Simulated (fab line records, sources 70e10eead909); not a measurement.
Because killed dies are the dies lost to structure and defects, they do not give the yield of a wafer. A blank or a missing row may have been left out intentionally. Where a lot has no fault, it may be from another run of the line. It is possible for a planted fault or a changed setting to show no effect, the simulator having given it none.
Matching of chambers :: flow nandHarc :: 4 sister chambers for NHARC_P_M2_ETCH_28 on rieDiel-13
The step etches the open film in CF4/N2, target depth 30 nm, time 72.99 s. 4 wafers are shown with their chamber, then 8 later ones without.

== WAFERS, EACH WITH ITS CHAMBER ==
wafer: L842.2
chamber: 1
showerheadPlenumPTorr (Torr): 2.52

wafer: L842.4
chamber: 0
showerheadPlenumPTorr (Torr): 2.64

wafer: L842.5
chamber: 2
showerheadPlenumPTorr (Torr): 2.59

wafer: L843.1
chamber: 3
showerheadPlenumPTorr (Torr): 2.67

== WAFERS WITH NO CHAMBER GIVEN ==
wafer: L843.2
showerheadPlenumPTorr (Torr): 2.51

wafer: L843.3
showerheadPlenumPTorr (Torr): 2.64

wafer: L846.1
showerheadPlenumPTorr (Torr): 2.67

wafer: L846.2
showerheadPlenumPTorr (Torr): 2.52

wafer: L846.4
showerheadPlenumPTorr (Torr): 2.64

wafer: L848.1
showerheadPlenumPTorr (Torr): 2.67

wafer: L848.2
showerheadPlenumPTorr (Torr): 2.51

wafer: L852.2
showerheadPlenumPTorr (Torr): 2.51

== WHICH CHAMBER EACH ONE RAN IN ==
wafer: L843.2
from the rows above: 1
in truth: 1

wafer: L843.3
from the rows above: 0
in truth: 0

wafer: L846.1
from the rows above: 3
in truth: 3

wafer: L846.2
from the rows above: 1
in truth: 1

wafer: L846.4
from the rows above: 0
in truth: 0

wafer: L848.1
from the rows above: 3
in truth: 3

wafer: L848.2
from the rows above: 1
in truth: 1

wafer: L852.2
from the rows above: 1
in truth: 1
8 of 8 placed correctly. From these rows, 0 cannot be placed. Wrongly placed: 0.
How it was worked out, from the rows above alone: a wafer's distance from a chamber is the root of the sum, over the readings, of the square of ((its reading less the chamber's mean) divided by the reading's scatter). If the next closest chamber is less than 2 further off than the closest, the wafer can't be placed; otherwise it belongs to the closest. Each chamber's mean is taken over the wafers shown for it. The scatter: root of mean squared gap, hidden wafer to nearest shown wafer, with one shown wafer a chamber.
